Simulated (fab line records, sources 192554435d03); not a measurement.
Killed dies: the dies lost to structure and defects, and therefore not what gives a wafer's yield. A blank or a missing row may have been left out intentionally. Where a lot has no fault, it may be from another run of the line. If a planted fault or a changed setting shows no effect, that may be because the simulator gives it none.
Split-lot study -- flow n5Finfet -- 7 lots, 21 wafers read, on a route of 1938 steps

## THE SPLIT
At N5_BEOL_M14_SPUTTER_44 (material Ta, target thk 15 nm, time 24.19 s), the setting powerW was moved away from the recipe's 15000 W on 6 of the 21 wafers read, by -15.8% to +15.9%. This setting was run at the recipe's value on the other wafers.

The reading is taken at the split's own step.

## THE READING
Ta_of_BEOL_M14_SPUTTER_44.thkNm (the simulator's own value, which no gauge read), in nm, at N5_BEOL_M14_SPUTTER_44 (material Ta, target thk 15 nm, time 24.19 s). There is no usual value for it anywhere in the file. Here, 15 wafers ran the recipe; their average is 14.9 nm with a standard deviation of 0.18 nm.

wafer,"tool, chamber at the split","powerW as run, W",against the recipe,"Ta_of_BEOL_M14_SPUTTER_44.thkNm, nm",against lot-mates on the recipe
L076.2,"pvdSputter-03, -",15000,recipe,14.8,-
L076.3,"pvdSputter-03, -",15000,recipe,14.8,-
L076.4,"pvdSputter-03, -",15000,recipe,15,-
L078.1,"pvdSputter-02, -",15000,recipe,14.8,-
L078.2,"pvdSputter-02, -",15000,recipe,14.8,-
L078.5,"pvdSputter-02, -",15000,recipe,14.8,-
L079.1,"pvdSputter-03, -",17380,+15.9%,17.2,+2.6
L079.3,"pvdSputter-03, -",15000,recipe,14.6,-
L079.5,"pvdSputter-03, -",17380,+15.9%,17.4,+2.8
L080.3,"pvdSputter-01, -",15000,recipe,15.2,-
L080.5,"pvdSputter-01, -",15000,recipe,15.2,-
L080.6,"pvdSputter-01, -",15000,recipe,15,-
L085.2,"pvdSputter-03, -",15000,recipe,15.2,-
L085.4,"pvdSputter-03, -",16100,+7.3%,16.4,+1.2
L085.5,"pvdSputter-03, -",16100,+7.3%,16,+0.8
L087.1,"pvdSputter-02, -",15000,recipe,14.8,-
L087.2,"pvdSputter-02, -",15000,recipe,14.8,-
L087.6,"pvdSputter-02, -",12630,-15.8%,12.6,-2.2
L091.1,"pvdSputter-03, -",15000,recipe,15,-
L091.2,"pvdSputter-03, -",15000,recipe,15,-
L091.4,"pvdSputter-03, -",16740,+11.6%,16.2,+1.2

FIT RESULTS
A straight line over all 21 wafers: Ta_of_BEOL_M14_SPUTTER_44.thkNm changes by +0.146 nm for each +1% of powerW; r = +0.98; the points scatter about the line by 0.21 nm.
The same after taking each lot's own level away (the mean of its wafers on the recipe; 21 wafers): +0.15 nm for each +1%; r = +0.98; scatter 0.19 nm.
That fit puts the effect of the largest move of powerW on the reading at 2.4 nm.
Measured against the standard deviation above, the lots' own levels, which go from 14.60 to 15.20 nm, span 3.4 times it.
Hence the lot-to-lot level has little effect on the slope; both slopes agree.
Check: for one of the wafers moved furthest among these (+15.9%), held out of the fit, the line's prediction against its lot-mates is +2.3 nm. Against them it came out at +2.6 nm.

## OTHER SPLITS ON THESE WAFERS
Note: prior to the reading, these wafers also went through further splits. Each is held against what the fit with the lots' levels taken away leaves over:
other split on the same wafers,wafers away from the commonest value,r with Ta_of_BEOL_M14_SPUTTER_44.thkNm (lot level and that fit taken away)
N5_BEOL_M11_COAT_05 spinRpm,10,+0.12
N5_BEOL_M12_TRENCH_ETCH_34 timeS,5,+0.30
N5_BEOL_M12_SPUTTER_45 timeS,8,-0.19
N5_BEOL_M13_COAT_65 spinRpm,9,+0.36

## THE FILE'S OWN FIT
Ta_of_BEOL_M14_SPUTTER_44.thkNm changes by +0.143 nm for each +1% of powerW, r = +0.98.
